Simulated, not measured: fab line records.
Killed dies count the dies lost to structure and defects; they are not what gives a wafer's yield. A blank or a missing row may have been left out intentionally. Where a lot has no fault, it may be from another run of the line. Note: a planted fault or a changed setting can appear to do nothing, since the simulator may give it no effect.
Chamber matching    flow n5_finfet    cvd_co-01 running N5_BEOL_M5_CO_CAP_78: 3 sister chambers
The step material Co, precursor CCTBA/H2, target thk 2 nm, time 102.1 s. 3 wafers are shown with their chamber, then 12 later ones without.

## WAFERS, EACH WITH ITS CHAMBER
wafer   chamber  heater_power_w (W)
L088.1  1        234
L091.4  0        249
L091.5  2        210

## WAFERS MISSING THEIR CHAMBER
wafer   heater_power_w (W)
L093.2  249
L093.3  240
L093.4  231
L092.4  211
L092.5  251
L092.6  236
L096.1  239
L096.5  250
L096.6  216
L097.1  248
L097.3  213
L097.5  215

## WHICH CHAMBER EACH ONE RAN IN
wafer   from the rows above      in truth
L093.2  0                        0
L093.3  can't be placed: 1 or 0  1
L093.4  1                        1
L092.4  2                        2
L092.5  0                        0
L092.6  1                        1
L096.1  can't be placed: 1 or 0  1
L096.5  0                        0
L096.6  2                        2
L097.1  0                        0
L097.3  2                        2
L097.5  2                        2
Correct placement for 10 of the 12. Not placeable from these rows: 2 (in 2, the candidates include the true chamber). 0 placed wrongly.
How it was worked out, from the rows above alone: a wafer's distance from a chamber is the root of the sum, over the readings, of the square of ((its reading less the chamber's mean) divided by the reading's scatter). If the next closest chamber is less than 2 further off than the closest, the wafer can't be placed; otherwise it belongs to the closest. Each chamber's mean is taken over the wafers shown for it. The scatter: root of mean squared gap, hidden wafer to nearest shown wafer, with one shown wafer a chamber.
